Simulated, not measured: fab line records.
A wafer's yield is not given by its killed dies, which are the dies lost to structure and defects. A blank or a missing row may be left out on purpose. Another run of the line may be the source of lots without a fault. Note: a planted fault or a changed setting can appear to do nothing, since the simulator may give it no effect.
The same fault as seen by 2 desks | flow n5 finfet | only its own numbers are on each desk; what lay behind them is given at the end

## AT THE METROLOGY DESK
Means of the sampled wafers that have a number, per lot and without regard to the tool the lot ran on: this is what the gauges read. Marked OUT: a lot whose mean sits more than 4 standard deviations from the usual mean, which makes it out of limits; the brackets give that distance. It has 10 readings; the 7 that lie furthest out on some lot are the ones shown.
Columns: A = DIBL_N at N5_BEOL_M4_RC_MEAS_101, usual 36.3 mV/V; B = IOFF_P at N5_BEOL_M4_RC_MEAS_101, usual 0.22 nA/um; C = ION_N at N5_BEOL_M4_RC_MEAS_101, usual 672 uA/um; D = ION_P at N5_BEOL_M4_RC_MEAS_101, usual 462 uA/um; E = SS_N at N5_BEOL_M4_RC_MEAS_101, usual 71.7 mV/dec; F = SS_P at N5_BEOL_M4_RC_MEAS_101, usual 73.3 mV/dec; G = VT_P at N5_BEOL_M4_RC_MEAS_101, usual -249 mV
lot  | first seen here | A    | B    | C   | D   | E    | F    | G
L238 | day 7 23:23     | 36.8 | 0.22 | 670 | 461 | 71.9 | 74.4 | -252
L239 | day 8 07:45     | 36.9 | 0.25 | 673 | 465 | 71.5 | 73.4 | -246
L240 | day 8 11:30     | 36.4 | 0.23 | 685 | 465 | 71.4 | 73.3 | -250
L241 | day 8 12:30     | 34.8 | 0.20 | 672 | 464 | 71.5 | 73.3 | -248
L244 | day 9 13:12     | 34.4 | 0.17 | 661 | 455 | 71.7 | 72.1 | -251
L253 | day 11 09:41    | 34.1 | 0.23 | 676 | 468 | 71.3 | 73.0 | -245
L254 | day 12 21:29    | 37.3 | 0.23 | 667 | 463 | 71.9 | 73.5 | -249
L256 | day 13 06:53    | 36.4 | 0.21 | 681 | 468 | 71.2 | 73.4 | -252
L257 | day 14 01:11    | 36.4 | 0.27 | 681 | 473 | 71.3 | 73.6 | -245
L261 | day 14 21:55    | 35.0 | 0.17 | 659 | 452 | 71.3 | 72.7 | -253
L259 | day 15 06:28    | 33.6 | 0.19 | 677 | 468 | 70.9 | 72.8 | -251
Finding of this desk: none of the 11 lots has anything out of limits.

## DESK OF THE TOOL OWNER: litho track-04
The tool's own readings at N5_BEOL_M2_COAT_73 (time 60 s, resist thk 5 nm): means of the sampled wafers that have a number, for each lot that ran on this tool. Marked OUT: a lot whose mean sits more than 4 standard deviations from the usual mean, which makes it out of limits; the brackets give that distance.
Columns: A = heater power total W at N5_BEOL_M2_COAT_73, usual 391.8 W; B = plate temp C at N5_BEOL_M2_COAT_73, usual 205.04 C; C = spin speed rpm at N5_BEOL_M2_COAT_73, usual 1500.2 rpm
lot  | first seen here | A               | B                | C
L238 | day 6 11:10     | 392.5           | 205.25           | 1499.4
L239 | day 6 19:32     | 392.2           | 204.96           | 1500.0
L240 | day 7 02:02     | 390.8           | 204.87           | 1500.2
L241 | day 7 03:00     | 408.1 (+13) OUT | 211.48 (+36) OUT | 1500.0
L244 | day 8 08:05     | 407.7 (+12) OUT | 211.66 (+37) OUT | 1499.9
L257 | day 11 09:58    | 393.1           | 204.95           | 1499.9
L261 | day 12 05:10    | 390.8           | 204.95           | 1500.6
L259 | day 13 14:21    | 392.1           | 204.78           | 1500.2
This desk finds L241, L244 out of limits, L241 being first, at day 7 03:00 (heater power total W at N5_BEOL_M2_COAT_73). L238, L239, L240, L257, L261, L259 stayed within limits.

## BROUGHT TOGETHER
At day 7 03:00, on L241, L244, the tool owner's desk was in a position to raise an alarm.
The metrology desk saw nothing out of limits.
The metrology desk holds a record of L241, L244, inside its limits.
Every lot named ran N5_BEOL_M2_COAT_73 on litho track-04.

## WHAT HAD BEEN PUT IN BY THE SIMULATOR
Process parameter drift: litho track-04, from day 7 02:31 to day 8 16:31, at N5_BEOL_M2_COAT_73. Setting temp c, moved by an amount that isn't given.
Lots struck among those shown: L241, L244.
Delay in hours, fault start to first out-of-limits reading, by desk: the tool owner's desk at 0.
